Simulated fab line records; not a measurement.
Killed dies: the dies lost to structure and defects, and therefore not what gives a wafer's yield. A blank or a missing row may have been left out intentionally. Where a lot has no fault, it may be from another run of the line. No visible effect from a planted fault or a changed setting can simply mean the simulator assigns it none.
Matching of chambers    flow nandHarc    NHARC_A_STAIRCASE_ETCHBACK_157 on rieDiel-13 has 4 sister chambers
The step etches the open film in CH3F/O2, target depth 90 nm, time 167.14 s. 4 wafers are shown with their chamber, then 12 later ones without.

WAFERS, EACH WITH ITS CHAMBER
wafer   chamber  showerheadPlenumPTorr (Torr)
L091.2  0        2.45
L090.4  3        2.33
L089.5  2        2.45
L089.6  1        2.65

WAFERS WITHOUT THEIR CHAMBER
wafer   showerheadPlenumPTorr (Torr)
L092.3  2.45
L092.5  2.45
L092.6  2.33
L096.2  2.44
L096.3  2.32
L096.5  2.44
L095.3  2.65
L095.5  2.32
L095.6  2.44
L097.2  2.64
L097.3  2.44
L097.5  2.44

CHAMBER TAKEN BY EACH
wafer   from the rows above      in truth
L092.3  can't be placed: 0 or 2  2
L092.5  can't be placed: 0 or 2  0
L092.6  3                        3
L096.2  can't be placed: 0 or 2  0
L096.3  3                        3
L096.5  can't be placed: 0 or 2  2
L095.3  1                        1
L095.5  3                        3
L095.6  can't be placed: 0 or 2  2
L097.2  1                        1
L097.3  can't be placed: 0 or 2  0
L097.5  can't be placed: 0 or 2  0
Correctly placed: 5 of 12. Not placeable from these rows: 7 (in 7, the candidates include the true chamber). Wrongly placed: 0.
How it was worked out, from the rows above alone: a wafer's distance from a chamber is the root of the sum, over the readings, of the square of ((its reading less the chamber's mean) divided by the reading's scatter). If the next closest chamber is less than 2 further off than the closest, the wafer can't be placed; otherwise it belongs to the closest. The mean given for a chamber averages the wafers shown for that chamber. The scatter (one wafer shown for each chamber): square how far every hidden wafer sits from the nearest shown wafer, average those squares and take the square root.
